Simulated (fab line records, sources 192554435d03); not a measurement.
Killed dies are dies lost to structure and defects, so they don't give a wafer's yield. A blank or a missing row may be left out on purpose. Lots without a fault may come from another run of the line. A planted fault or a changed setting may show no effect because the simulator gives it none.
Chamber matching | flow n5_finfet | N5_BEOL_M4_DESCUM_33 on rie_diel-01: 4 sister chambers
The step chemistry O2, time 7 s. 4 wafers are shown with their chamber, then 7 later ones without.

WAFERS WITH THEIR CHAMBER
wafer  | chamber | drypump_motor_current_A (A)
L086.1 | 1       | 5.7
L086.5 | 0       | 6.5
L088.1 | 3       | 5.7
L088.3 | 2       | 5.1

WAFERS WITHOUT THEIR CHAMBER
wafer  | drypump_motor_current_A (A)
L088.6 | 5.7
L089.3 | 5.7
L089.4 | 5.7
L089.6 | 6.5
L094.2 | 5.1
L094.4 | 5.7
L094.6 | 5.8

WHICH CHAMBER EACH WENT THROUGH
wafer  | from the rows above     | in truth
L088.6 | can't be placed: 1 or 3 | 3
L089.3 | can't be placed: 1 or 3 | 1
L089.4 | can't be placed: 1 or 3 | 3
L089.6 | 0                       | 0
L094.2 | 2                       | 2
L094.4 | can't be placed: 1 or 3 | 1
L094.6 | can't be placed: 1 or 3 | 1
Placed correctly: 2 of 7. Can't be placed from these rows: 5 (the true chamber is among the candidates in 5). Placed wrongly: 0.
How it was worked out, from the rows above alone: a wafer's distance from a chamber is the root of the sum, over the readings, of the square of ((its reading less the chamber's mean) divided by the reading's scatter). The wafer belongs to the nearest chamber; if the next one is less than 2 further off, it can't be placed. A chamber's mean is the mean of its shown wafers. The scatter: with one shown wafer a chamber, the root of the mean of the squares of how far each hidden wafer lies from its nearest shown one.
